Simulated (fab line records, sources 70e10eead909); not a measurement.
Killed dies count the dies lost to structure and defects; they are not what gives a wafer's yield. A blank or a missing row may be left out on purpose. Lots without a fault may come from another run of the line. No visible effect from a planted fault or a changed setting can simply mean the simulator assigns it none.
Matching of chambers    flow nandHarc    3 sister chambers for NHARC_A_STAIRCASE_DEP_280 on pecvd-02
The step deposits SiON, target thk 30 nm. 6 wafers are shown with their chamber, then 8 later ones without.

WAFERS, EACH WITH ITS CHAMBER
wafer   chamber  heaterPowerW (W)  rfFwdPowerW (W)
L086.6  2        616               348.7
L087.3  2        729               346.9
L087.6  1        811               346.7
L088.2  1        790               346.1
L088.4  0        582               349.9
L089.3  0        641               348.4

WAFERS MISSING THEIR CHAMBER
wafer   heaterPowerW (W)  rfFwdPowerW (W)
L089.4  657               347.9
L089.6  730               348.0
L094.2  713               346.2
L094.3  660               346.3
L094.4  632               347.9
L097.2  883               346.7
L097.4  653               352.0
L097.6  905               345.7

EACH ONE'S CHAMBER
wafer   from the rows above           in truth
L089.4  can't be placed: 2 or 0       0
L089.6  can't be placed: 2 or 1 or 0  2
L094.2  can't be placed: 1 or 2 or 0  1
L094.3  can't be placed: 2 or 1 or 0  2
L094.4  can't be placed: 2 or 0       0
L097.2  1                             1
L097.4  can't be placed: 0 or 2       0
L097.6  1                             1
2 of 8 placed correctly. Can't be placed from these rows: 6 (the true chamber is among the candidates in 6). Placed wrongly: 0.
How it was worked out, from the rows above alone: a wafer's distance from a chamber is the root of the sum, over the readings, of the square of ((its reading less the chamber's mean) divided by the reading's scatter). If the next closest chamber is less than 2 further off than the closest, the wafer can't be placed; otherwise it belongs to the closest. For every chamber, the mean is computed from those of its wafers that are shown. How the scatter is found: for the shown wafers, subtract from each reading the mean of its chamber, square and add these, divide the total by (wafers less chambers), then take the root.
